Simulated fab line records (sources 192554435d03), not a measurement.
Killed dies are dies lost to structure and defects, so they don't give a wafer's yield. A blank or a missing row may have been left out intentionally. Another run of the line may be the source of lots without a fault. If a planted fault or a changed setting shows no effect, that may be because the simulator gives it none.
Which tool did it? | flow n5_finfet | 9 lots, 27 wafers sampled, at 6 steps of a route of 1938

WHAT THE GAUGES SHOWED, per wafer
N5_BEOL_M3_THK_MEAS_01. Usual: M3_ILD_THK 79.1 nm, standard deviation 1.
lot  | measured     | on            | M3_ILD_THK (nm) | flag
L214 | day 8 07:16  | film_metro-01 | 79.0 80.2 80.5  |
L216 | day 9 13:03  | film_metro-01 | 78.4 78.3 78.1  |
L217 | day 9 16:52  | film_metro-01 | 78.6 77.9 78.1  |
L218 | day 9 19:06  | film_metro-02 | 78.8 78.9 80.3  |
L228 | day 11 22:46 | film_metro-02 | 88.7 89.8 89.4  | OFF
L229 | day 12 02:00 | film_metro-02 | 88.5 90.3 90.2  | OFF
L230 | day 12 08:49 | film_metro-01 | 78.9 80.5 79.3  |
L231 | day 12 15:20 | film_metro-02 | 78.2 78.2 78.6  |
L234 | day 13 22:28 | film_metro-02 | 78.5 78.8 80.3  |

N5_BEOL_M4_RC_MEAS_101. Usual: DIBL_N 36.0 mV/V, standard deviation 1.3; DIBL_P 36.2 mV/V, standard deviation 1.7; IOFF_N 0.155 nA/um, standard deviation 0.024; IOFF_P 0.21 nA/um, standard deviation 0.034; ION_N 674 uA/um, standard deviation 9; ION_P 463 uA/um, standard deviation 7.1; SS_N 71.4 mV/dec, standard deviation 0.5; SS_P 73.4 mV/dec, standard deviation 0.57; VT_N 250.0 mV, standard deviation 2.8; VT_P -251 mV, standard deviation 3.2.
lot  | measured     | on        | DIBL_N (mV/V)  | DIBL_P (mV/V)  | IOFF_N (nA/um)    | IOFF_P (nA/um) | ION_N (uA/um) | ION_P (uA/um) | SS_N (mV/dec)  | SS_P (mV/dec)  | VT_N (mV)         | VT_P (mV)      | flag
L214 | day 9 19:06  | prober-01 | 34.4 32.8 34.7 | 34.2 32.1 34.6 | 0.113 0.097 0.123 | 0.17 0.14 0.18 | 654 654 664   | 457 454 460   | 70.8 70.5 71.1 | 72.5 72.9 73.6 | 255.3 255.2 254.6 | -254 -256 -253 |
L216 | day 11 09:54 | prober-01 | 35.8 35.7 37.3 | 35.3 35.4 37.0 | 0.143 0.144 0.171 | 0.18 0.19 0.20 | 675 675 680   | 457 458 459   | 71.1 70.8 71.6 | 72.9 73.4 73.3 | 250.7 251.6 249.7 | -252 -252 -251 |
L217 | day 11 12:30 | prober-02 | 35.3 37.4 35.4 | 33.8 36.0 33.4 | 0.133 0.164 0.134 | 0.19 0.22 0.19 | 674 681 665   | 466 467 463   | 71.6 71.4 71.7 | 72.8 73.2 73.0 | 251.5 247.7 251.1 | -251 -250 -251 |
L218 | day 11 18:32 | prober-01 | 36.0 36.1 35.8 | 37.6 37.5 36.5 | 0.164 0.170 0.153 | 0.23 0.24 0.21 | 681 684 684   | 467 474 473   | 71.3 71.3 71.1 | 73.5 72.8 73.8 | 247.5 249.1 250.3 | -249 -248 -250 |
L228 | day 13 22:28 | prober-01 | 34.8 34.8 34.4 | 35.8 36.5 35.5 | 0.141 0.150 0.139 | 0.19 0.21 0.19 | 666 667 662   | 463 464 457   | 72.3 72.2 71.7 | 73.6 72.3 73.4 | 248.4 252.6 248.3 | -253 -249 -251 |
L229 | day 13 23:57 | prober-02 | 37.7 35.4 38.0 | 36.4 33.7 37.1 | 0.176 0.134 0.192 | 0.26 0.21 0.28 | 683 668 678   | 472 465 473   | 71.4 72.0 72.3 | 74.0 73.5 73.9 | 245.8 247.5 245.9 | -246 -246 -243 |
L230 | day 14 07:26 | prober-02 | 38.0 36.2 36.5 | 38.0 36.0 35.8 | 0.180 0.142 0.143 | 0.24 0.20 0.20 | 680 664 667   | 466 459 463   | 71.8 71.0 71.7 | 73.8 73.3 73.8 | 249.6 249.0 253.3 | -252 -252 -252 |
L231 | day 14 10:12 | prober-01 | 35.4 34.7 35.4 | 37.6 37.2 38.1 | 0.143 0.137 0.149 | 0.19 0.18 0.20 | 670 666 676   | 459 456 467   | 71.4 71.4 72.0 | 73.7 73.1 73.9 | 252.1 250.1 250.3 | -254 -253 -251 |
L234 | day 16 09:26 | prober-01 | 34.5 36.4 35.0 | 35.1 37.7 35.5 | 0.136 0.172 0.146 | 0.18 0.22 0.19 | 669 680 671   | 456 468 467   | 70.9 71.4 71.5 | 73.0 73.1 72.6 | 251.0 246.8 249.7 | -253 -251 -251 |

WHICH TOOL RAN EACH LOT (tool, then ch and the chambers of the sampled wafers, then the start)
lot  | N5_BEOL_M2_ANNEAL_82         | N5_BEOL_M2_SPUTTER_90        | N5_BEOL_M2_SPUTTER_94        | N5_BEOL_M3_ILD_DEP_00
L214 | pvd_sputter-03, day 8 04:46  | pvd_sputter-03, day 8 05:21  | pvd_sputter-03, day 8 05:47  | pecvd-04 ch 0,1,2, day 8 07:11
L216 | pvd_sputter-02, day 9 10:20  | pvd_sputter-02, day 9 10:55  | pvd_sputter-02, day 9 11:21  | pecvd-03 ch 0,1, day 9 12:58
L217 | pvd_sputter-03, day 9 13:50  | pvd_sputter-03, day 9 14:25  | pvd_sputter-03, day 9 14:51  | pecvd-01 ch 1,2, day 9 16:47
L218 | pvd_sputter-01, day 9 16:29  | pvd_sputter-01, day 9 17:04  | pvd_sputter-01, day 9 17:30  | pecvd-04 ch 0,2, day 9 19:02
L228 | pvd_sputter-02, day 11 20:21 | pvd_sputter-02, day 11 20:56 | pvd_sputter-02, day 11 21:22 | pecvd-04 ch 0,1,2, day 11 22:42
L229 | pvd_sputter-02, day 11 23:35 | pvd_sputter-02, day 12 00:10 | pvd_sputter-02, day 12 00:37 | pecvd-04 ch 0,1,2, day 12 01:56
L230 | pvd_sputter-03, day 12 06:24 | pvd_sputter-03, day 12 06:59 | pvd_sputter-03, day 12 07:25 | pecvd-01 ch 0,1,2, day 12 08:46
L231 | pvd_sputter-03, day 12 12:54 | pvd_sputter-03, day 12 13:29 | pvd_sputter-03, day 12 13:55 | pecvd-01 ch 0,2, day 12 15:16
L234 | pvd_sputter-01, day 13 19:44 | pvd_sputter-01, day 13 20:19 | pvd_sputter-01, day 13 20:46 | pecvd-01 ch 1,2, day 13 22:23
- N5_BEOL_M2_ANNEAL_82: time 240 s.
- N5_BEOL_M2_SPUTTER_90: material Cu, target thk 4.5 nm, time 8.29 s.
- N5_BEOL_M2_SPUTTER_94: material Cu, target thk 4.5 nm, time 8.29 s.
- N5_BEOL_M3_ILD_DEP_00: deposits SiOC from DEMS/O2, target thk 79 nm, time 15.3 s.

WHAT THE TOOLS THEMSELVES READ (means of the sampled wafers that have a number; where no wafer has one, the mark that the record gives instead)
N5_BEOL_M2_ANNEAL_82. Usual: 835 W for heater_power_w, sd 77.
lot  | tool           | heater_power_w (W) | flag
L214 | pvd_sputter-03 | 798                |
L216 | pvd_sputter-02 | 821                |
L217 | pvd_sputter-03 | 847                |
L218 | pvd_sputter-01 | 907                |
L228 | pvd_sputter-02 | 838                |
L229 | pvd_sputter-02 | 791                |
L230 | pvd_sputter-03 | 787                |
L231 | pvd_sputter-03 | 855                |
L234 | pvd_sputter-01 | 900                |

N5_BEOL_M2_SPUTTER_90. Usual: substrate_temp_c -19.99 C, standard deviation 0.11; throttle_valve_pct 29.9 %, standard deviation 0.99.
lot  | tool           | substrate_temp_c (C) | throttle_valve_pct (%) | flag
L214 | pvd_sputter-03 | -19.95               | 30.5                   |
L216 | pvd_sputter-02 | -19.93               | 28.0                   |
L217 | pvd_sputter-03 | -20.01               | 29.7                   |
L218 | pvd_sputter-01 | -20.00               | 29.5                   |
L228 | pvd_sputter-02 | -19.92               | 28.4                   |
L229 | pvd_sputter-02 | -20.06               | 29.0                   |
L230 | pvd_sputter-03 | -19.99               | 30.0                   |
L231 | pvd_sputter-03 | -19.95               | 29.8                   |
L234 | pvd_sputter-01 | -19.99               | 29.7                   |

N5_BEOL_M2_SPUTTER_94. Usual: substrate_temp_c -19.99 C, standard deviation 0.11; throttle_valve_pct 29.9 %, standard deviation 1.
lot  | tool           | substrate_temp_c (C) | throttle_valve_pct (%) | flag
L214 | pvd_sputter-03 | -19.99               | 30.3                   |
L216 | pvd_sputter-02 | -19.98               | 28.3                   |
L217 | pvd_sputter-03 | -20.02               | 29.6                   |
L218 | pvd_sputter-01 | -20.00               | 29.8                   |
L228 | pvd_sputter-02 | -20.03               | 28.6                   |
L229 | pvd_sputter-02 | -19.96               | 29.0                   |
L230 | pvd_sputter-03 | -20.10               | 29.9                   |
L231 | pvd_sputter-03 | -19.98               | 29.7                   |
L234 | pvd_sputter-01 | -20.18               | 29.8                   |

N5_BEOL_M3_ILD_DEP_00. Usual: heater_power_outer_w 280 W, standard deviation 46; heater_power_w 510 W, standard deviation 63; showerhead_plenum_p_Torr 5.691 Torr, standard deviation 0.013; throttle_valve_pct 11.8 %, standard deviation 0.42.
lot  | tool     | heater_power_outer_w (W) | heater_power_w (W) | showerhead_plenum_p_Torr (Torr) | throttle_valve_pct (%) | flag
L214 | pecvd-04 | 272                      | 490                | 5.698                           | 12.0                   |
L216 | pecvd-03 | 239                      | 473                | 5.710                           | 11.8                   |
L217 | pecvd-01 | 322                      | 560                | 5.682                           | 11.5                   |
L218 | pecvd-04 | 255                      | 466                | 5.688                           | 11.7                   |
L228 | pecvd-04 | 284                      | 495                | 5.697                           | 11.9                   |
L229 | pecvd-04 | 273                      | 497                | 5.691                           | 11.9                   |
L230 | pecvd-01 | 275                      | 521                | 5.677                           | 11.8                   |
L231 | pecvd-01 | 281                      | 503                | 5.686                           | 11.3                   |
L234 | pecvd-01 | 315                      | 546                | 5.678                           | 11.7                   |

THE ANSWER, worked out from the rows above alone
Rule: a lot is off if the mean of its wafers that have a number lies more than 3 standard deviations from the usual mean. Also off: a lot with no number at a reading for which 4 or more lots have one. Where the step has rows for the other lots, those lots are counted as sound. The gauges are gone through in route order, then the tools' own readings, and for those a lot's mean is taken as printed above. At the first step where some lot is off, the reading lying furthest off is the one used; lots without a number count as furthest.
Off: L228, L229, seen at N5_BEOL_M3_THK_MEAS_01 (M3_ILD_THK).
A tool fits if, at a process step before that reading, it ran every lot that is off, and no sound lot after the first of them. Those tools and the gauges at N5_BEOL_M3_THK_MEAS_01 are tried in the same way. Undecided on this evidence; 2 tools fit (pvd_sputter-02 at N5_BEOL_M2_ANNEAL_82 and N5_BEOL_M2_SPUTTER_90 and N5_BEOL_M2_SPUTTER_94, pecvd-04 at N5_BEOL_M3_ILD_DEP_00).

WHAT THE SIMULATOR PUT IN
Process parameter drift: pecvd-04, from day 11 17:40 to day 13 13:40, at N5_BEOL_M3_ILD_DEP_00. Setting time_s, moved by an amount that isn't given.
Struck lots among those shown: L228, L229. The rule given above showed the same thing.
